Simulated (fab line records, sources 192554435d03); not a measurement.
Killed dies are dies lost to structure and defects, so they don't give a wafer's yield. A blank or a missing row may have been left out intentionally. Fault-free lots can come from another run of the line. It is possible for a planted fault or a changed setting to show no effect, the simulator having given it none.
Which tool is to blame?    flow n5Finfet    21 wafers from 7 lots sampled at 7 of the route's 1938 steps

WHAT THE GAUGES READ, wafer by wafer
N5_BEOL_M7_RS_MEAS_57: the measuring method here is four-point-probe. Usual: M7_RS 0.287 ohm/sq, standard deviation 0.0096.
lot   measured      on            M7_RS (ohm/sq)     flag
L161  day 9 13:31   filmMetro-01  0.276 0.279 0.270  
L167  day 10 15:35  filmMetro-02  0.290 0.310 0.288  
L170  day 11 14:20  filmMetro-01  0.284 0.297 0.301  
L171  day 11 19:32  filmMetro-02  0.290 0.298 0.289  
L173  day 12 10:45  filmMetro-01  0.285 0.278 0.280  
L175  day 12 19:19  filmMetro-02  0.285 0.292 0.304  
L177  day 13 09:16  filmMetro-02  0.282 0.277 0.293  

N5_BEOL_M8_CD_MEAS_11: the cd target is 38.5 nm. Usual: cdNm 38.4 nm, standard deviation 0.77.
lot   measured      on        cdNm (nm)       flag
L161  day 9 17:05   cdSem-03  39.4 39.5 39.3  
L167  day 10 17:59  cdSem-03  43.7 43.4 43.0  OFF
L170  day 11 16:20  cdSem-03  42.1 42.6 43.6  OFF
L171  day 11 21:08  cdSem-02  37.8 38.9 38.5  
L173  day 12 12:22  cdSem-01  37.7 37.9 37.1  
L175  day 12 21:02  cdSem-01  38.7 38.7 40.1  
L177  day 13 12:00  cdSem-03  37.3 37.5 38.1  

N5_BEOL_M8_OVL_MEAS_12. Usual: M8_OVL 0.3 nm, standard deviation 0.84.
lot   measured      on          M8_OVL (nm)     flag
L161  day 9 17:07   overlay-01  -0.3 -0.4 -0.2  
L167  day 10 18:01  overlay-02  0.7 0.0 1.4     
L170  day 11 16:22  overlay-02  1.0 0.5 1.0     
L171  day 11 21:10  overlay-02  0.8 1.2 -0.3    
L173  day 12 12:23  overlay-02  1.2 -1.0 -0.4   
L175  day 12 21:04  overlay-02  -0.1 0.0 0.2    
L177  day 13 12:02  overlay-02  -0.5 -1.6 -1.6  

N5_BEOL_M8_CD_MEAS_18: pitch 80 nm, target cd 40 nm. Usual: cdNm 39.9 nm, standard deviation 0.83.
lot   measured      on        cdNm (nm)       flag
L161  day 9 17:49   cdSem-02  40.2 40.3 40.4  
L167  day 10 20:11  cdSem-02  45.0 45.1 44.3  OFF
L170  day 11 16:53  cdSem-03  43.0 43.9 45.4  OFF
L171  day 11 21:46  cdSem-03  39.7 40.5 40.1  
L173  day 12 12:55  cdSem-03  38.9 39.5 39.3  
L175  day 12 21:44  cdSem-02  40.5 40.1 41.4  
L177  day 13 12:41  cdSem-01  38.6 39.5 39.7  

N5_BEOL_M15_RC_MEAS_101. Usual: COMB_M10 1.47e-11 S/m, standard deviation 2.9e-12; COMB_M11 1.46e-11 S/m, standard deviation 2.8e-12; COMB_M12 6.8e-12 S/m, standard deviation 1.3e-12; COMB_M13 5.6e-12 S/m, standard deviation 1.3e-12; COMB_M14 4.1e-12 S/m, standard deviation 8.5e-13; COMB_M15 3e-12 S/m, standard deviation 5.5e-13; COMB_M5 3.7e-11 S/m, standard deviation 8.7e-12; COMB_M6 2.6e-11 S/m, standard deviation 4.9e-12; COMB_M7 2.5e-11 S/m, standard deviation 4.5e-12; COMB_M8 2.5e-11 S/m, standard deviation 4.3e-12; COMB_M9 1.45e-11 S/m, standard deviation 2.8e-12; SERP_M10 3.07 ohm/um, standard deviation 0.11; SERP_M11 3.03 ohm/um, standard deviation 0.12; SERP_M12 0.639 ohm/um, standard deviation 0.023; SERP_M13 0.311 ohm/um, standard deviation 0.008; SERP_M14 0.157 ohm/um, standard deviation 0.0064; SERP_M5 38.4 ohm/um, standard deviation 1.6; SERP_M6 13.6 ohm/um, standard deviation 0.68; SERP_M6_max_site 14.1 ohm/um, standard deviation 0.72; SERP_M7 13.8 ohm/um, standard deviation 0.64; SERP_M8 14.0 ohm/um, standard deviation 0.65; SERP_M8_max_site 14.5 ohm/um, standard deviation 0.68; SERP_M9 3.05 ohm/um, standard deviation 0.087.
lot   measured      on         COMB_M10 (S/m)              COMB_M11 (S/m)              COMB_M12 (S/m)           COMB_M13 (S/m)           COMB_M14 (S/m)           COMB_M15 (S/m)           COMB_M5 (S/m)            COMB_M6 (S/m)            COMB_M7 (S/m)            COMB_M8 (S/m)            COMB_M9 (S/m)               SERP_M10 (ohm/um)  SERP_M11 (ohm/um)  SERP_M12 (ohm/um)  SERP_M13 (ohm/um)  SERP_M14 (ohm/um)  SERP_M5 (ohm/um)  SERP_M6 (ohm/um)  SERP_M6_max_site (ohm/um)  SERP_M7 (ohm/um)  SERP_M8 (ohm/um)  SERP_M8_max_site (ohm/um)  SERP_M9 (ohm/um)  flag
L161  day 11 20:34  prober-01  1.48e-11 1.26e-11 1.28e-11  1.05e-11 1.22e-11 1.41e-11  7e-12 7.8e-12 7.3e-12    5.1e-12 4.1e-12 5.5e-12  2.3e-12 2.8e-12 2.9e-12  2.2e-12 2.4e-12 2.4e-12  3.9e-11 4.5e-11 4.1e-11  3.5e-11 2.6e-11 3e-11    3.8e-11 3.1e-11 3.2e-11  2.5e-11 2e-11 2.2e-11    1.2e-11 1.81e-11 1.23e-11   3.29 3.23 3.26     3.01 3.10 2.92     0.618 0.631 0.651  0.320 0.315 0.317  0.158 0.140 0.150  37.9 39.4 38.9    14.3 14.0 13.9    14.9 14.8 14.3             13.9 13.3 13.8    13.2 13.4 13.5    13.7 13.7 14.0             3.12 3.08 3.02    
L167  day 13 03:55  prober-02  1.27e-11 1.25e-11 1.13e-11  1.32e-11 1.4e-11 1.39e-11   6.4e-12 6e-12 6.4e-12    5.4e-12 5.1e-12 6e-12    3.7e-12 3.3e-12 3.6e-12  2.4e-12 2e-12 1.8e-12    4.2e-11 5.1e-11 2.3e-11  2.8e-11 2.5e-11 2.3e-11  1.8e-11 3.1e-11 3.1e-11  2.3e-11 2.3e-11 2.5e-11  1.53e-11 1.3e-11 1.64e-11   3.20 3.14 3.04     2.93 3.06 2.97     0.613 0.638 0.609  0.315 0.317 0.310  0.163 0.159 0.157  42.2 38.3 38.5    13.1 12.9 14.6    14.3 14.0 15.2             14.0 14.5 13.5    11.7 11.6 11.8    12.1 12.1 12.2             3.06 3.09 3.01    OFF
L170  day 13 20:38  prober-01  7.8e-12 1.06e-11 1.49e-11   1.46e-11 1.55e-11 1.34e-11  7.5e-12 7.4e-12 7.5e-12  6.3e-12 5.6e-12 6.1e-12  4.8e-12 4.2e-12 4.9e-12  2.3e-12 3.4e-12 3e-12    3.7e-11 4.6e-11 4.7e-11  2.9e-11 2.3e-11 2.2e-11  2.5e-11 2.2e-11 3.1e-11  2.4e-11 2.4e-11 2.5e-11  1.73e-11 1.61e-11 1.55e-11  3.00 2.74 3.08     2.81 2.90 2.87     0.664 0.646 0.674  0.308 0.297 0.318  0.147 0.166 0.154  35.2 41.6 38.5    14.1 12.1 14.0    14.9 12.7 14.4             14.0 14.2 14.4    11.1 11.7 11.2    11.6 12.1 11.3             3.16 3.10 3.19    OFF
L171  day 14 07:43  prober-01  1.33e-11 1.7e-11 1.59e-11   2.15e-11 1.98e-11 1.26e-11  8e-12 6.2e-12 6e-12      7.1e-12 5.7e-12 5.9e-12  4.9e-12 3.8e-12 4.7e-12  2.6e-12 3.2e-12 2.5e-12  3.7e-11 3.2e-11 3.5e-11  2.3e-11 2.1e-11 2.2e-11  1.9e-11 2.3e-11 2.7e-11  2e-11 2.7e-11 2.5e-11    1.59e-11 1.51e-11 2.05e-11  3.05 3.07 3.09     3.19 2.98 2.98     0.613 0.637 0.633  0.309 0.317 0.317  0.151 0.149 0.145  37.0 37.7 36.3    12.4 13.2 12.0    13.0 13.7 12.2             14.9 15.3 14.7    13.7 13.6 14.2    14.5 14.0 14.7             3.02 3.01 2.81    
L173  day 14 23:08  prober-02  1.65e-11 1.61e-11 1.36e-11  1.59e-11 1.41e-11 1.81e-11  5.4e-12 7.2e-12 5.8e-12  6.8e-12 6.1e-12 6.9e-12  5.6e-12 3.9e-12 5.8e-12  2.9e-12 3.2e-12 3.7e-12  3.5e-11 3.5e-11 3.1e-11  2.1e-11 2.5e-11 1.7e-11  1.7e-11 2.3e-11 2.9e-11  2.4e-11 2.2e-11 2.3e-11  1.42e-11 1.25e-11 1.08e-11  3.07 3.08 2.93     3.27 3.12 3.24     0.622 0.664 0.614  0.303 0.316 0.297  0.162 0.157 0.165  36.6 39.7 37.2    13.1 13.1 15.0    13.7 13.2 15.9             13.6 13.4 13.7    14.8 14.5 14.0    15.3 15.1 14.5             3.06 3.11 3.08    
L175  day 15 12:08  prober-02  1.78e-11 1.71e-11 1.53e-11  1.4e-11 1.54e-11 1.61e-11   6.8e-12 9.4e-12 6.1e-12  5.5e-12 5e-12 3.8e-12    4.8e-12 3.2e-12 4.4e-12  2.6e-12 2.1e-12 2.8e-12  3.8e-11 6.2e-11 4.8e-11  3.2e-11 2.2e-11 2e-11    2.6e-11 2.9e-11 2.7e-11  2.2e-11 2.6e-11 3e-11    1.34e-11 1.28e-11 1.93e-11  2.94 3.21 3.34     2.97 2.88 2.84     0.627 0.676 0.620  0.310 0.313 0.303  0.161 0.165 0.162  36.7 36.3 38.3    13.3 14.7 13.3    13.5 15.3 13.5             13.1 14.3 14.3    13.3 14.4 13.2    13.4 14.8 13.7             2.99 3.07 3.15    
L177  day 15 12:42  prober-01  1.14e-11 1.33e-11 1.63e-11  1.44e-11 1.02e-11 1.27e-11  7.7e-12 7.7e-12 8.4e-12  5.6e-12 5.4e-12 5.5e-12  3.9e-12 4.5e-12 5.8e-12  3.5e-12 3.2e-12 3.4e-12  3.1e-11 4.2e-11 3.2e-11  3.4e-11 2.6e-11 3.6e-11  1.9e-11 1.9e-11 2.9e-11  3.7e-11 2.7e-11 3.1e-11  1.38e-11 8.6e-12 1.02e-11   3.06 3.16 3.09     3.00 2.94 3.10     0.660 0.637 0.683  0.310 0.302 0.305  0.161 0.142 0.158  37.4 39.8 39.6    15.2 14.7 14.5    15.7 14.9 14.7             13.3 13.0 13.9    15.5 14.7 14.3    15.8 15.1 14.6             2.86 3.08 2.89    

WHAT TOOL EACH LOT RAN ON (gives the tool, then ch and the chambers of the sampled wafers, and finally the start)
lot   N5_BEOL_M8_EXPOSE_08               N5_BEOL_M8_ETCH_62
L161  arfiScanner-01 ch 0, day 9 16:58   rieDiel-05 ch 0,1, day 9 17:26
L167  arfiScanner-01 ch 0, day 10 17:52  rieDiel-02 ch 0,1,3, day 10 19:47
L170  arfiScanner-01 ch 0, day 11 16:13  rieDiel-02 ch 0,1,3, day 11 16:31
L171  arfiScanner-02 ch 0, day 11 21:01  rieDiel-02 ch 0,1,2, day 11 21:23
L173  arfiScanner-02 ch 0, day 12 12:14  rieDiel-01 ch 0,1,3, day 12 12:32
L175  arfiScanner-02 ch 0, day 12 20:54  rieDiel-02 ch 1,2,3, day 12 21:14
L177  arfiScanner-03 ch 0, day 13 11:53  rieDiel-02 ch 0,3, day 13 12:19
- N5_BEOL_M8_EXPOSE_08: exposes mask M8.
- N5_BEOL_M8_ETCH_62: etches SOC in N2/H2, target depth 110 nm, overetch 22 nm, time 165 s.

AS READ BY THE TOOLS THEMSELVES (means over the sampled wafers that have a number; for cases with no such wafer, the mark the record gives instead)
N5_BEOL_M8_EXPOSE_08. Usual: exposureDoseMJCm2 68.22, standard deviation 0.068; reticleTempC 23.00 C, standard deviation 0.1.
lot   tool            exposureDoseMJCm2  reticleTempC (C)  flag
L161  arfiScanner-01  68.15              22.99             
L167  arfiScanner-01  75.72              23.04             OFF
L170  arfiScanner-01  74.31              22.97             OFF
L171  arfiScanner-02  68.16              23.05             
L173  arfiScanner-02  68.21              23.02             
L175  arfiScanner-02  68.16              23.04             
L177  arfiScanner-03  68.15              23.16             

N5_BEOL_M8_ETCH_62. Usual: drypumpMotorCurrentA 5.67 A, standard deviation 0.29; n2FlowSccm 200.0 sccm, standard deviation 0.61; oesProductAu 0.66 a.u., standard deviation 0.066; rfVppV 524 V, standard deviation 3.1; showerheadPlenumPTorr 2.54 Torr, standard deviation 0.11; throttleValvePct 17.91 %, standard deviation 0.19.
lot   tool        drypumpMotorCurrentA (A)  n2FlowSccm (sccm)  oesProductAu (a.u.)  rfVppV (V)  showerheadPlenumPTorr (Torr)  throttleValvePct (%)  flag
L161  rieDiel-05  5.97                      199.9              0.60                 526         2.65                          18.21                 
L167  rieDiel-02  5.61                      200.0              0.66                 525         2.55                          17.95                 
L170  rieDiel-02  5.65                      200.9              0.65                 523         2.54                          17.96                 
L171  rieDiel-02  5.63                      199.8              0.67                 523         2.52                          17.85                 
L173  rieDiel-01  5.69                      200.1              0.66                 525         2.54                          17.81                 
L175  rieDiel-02  5.49                      199.6              0.66                 524         2.55                          17.93                 
L177  rieDiel-02  5.53                      199.5              0.60                 521         2.47                          18.06                 

THE ANSWER, worked out from the rows above alone
Rule: lot off if the mean of its wafers having a number is beyond 3 standard deviations from the usual mean. A lot without any number at a reading at which 4 lots or more have one is off too. Where the step has rows for the other lots, those lots are counted as sound. Order of review: gauges by route order, followed by the tools' own readings, for which a lot's mean as printed above is used. At the first step where some lot is off, the reading lying furthest off is the one used; lots without a number count as furthest.
Off at N5_BEOL_M8_CD_MEAS_11 (cdNm): L167, L170.
A tool fits if, at a process step before that reading, it ran every lot that is off, and no sound lot after the first of them. The gauges at N5_BEOL_M8_CD_MEAS_11 aren't tried: what is off there is off at N5_BEOL_M15_RC_MEAS_101 too, on other tools, and a gauge's error can't cause that. One fits: N5_BEOL_M8_EXPOSE_08 on arfiScanner-01. Its last sound lot is L161 (day 9 16:58), its first lot that is off L167 (day 10 17:52): a fault that began between those two fits.
The tool's own readings at N5_BEOL_M8_EXPOSE_08 bear it out: on the lots that are off they differ by more than 5 times the standard deviation of the sound lots' means. exposureDoseMJCm2 reads 75.02 there against 68.17 on the sound lots.

WHAT HAD BEEN PUT IN BY THE SIMULATOR
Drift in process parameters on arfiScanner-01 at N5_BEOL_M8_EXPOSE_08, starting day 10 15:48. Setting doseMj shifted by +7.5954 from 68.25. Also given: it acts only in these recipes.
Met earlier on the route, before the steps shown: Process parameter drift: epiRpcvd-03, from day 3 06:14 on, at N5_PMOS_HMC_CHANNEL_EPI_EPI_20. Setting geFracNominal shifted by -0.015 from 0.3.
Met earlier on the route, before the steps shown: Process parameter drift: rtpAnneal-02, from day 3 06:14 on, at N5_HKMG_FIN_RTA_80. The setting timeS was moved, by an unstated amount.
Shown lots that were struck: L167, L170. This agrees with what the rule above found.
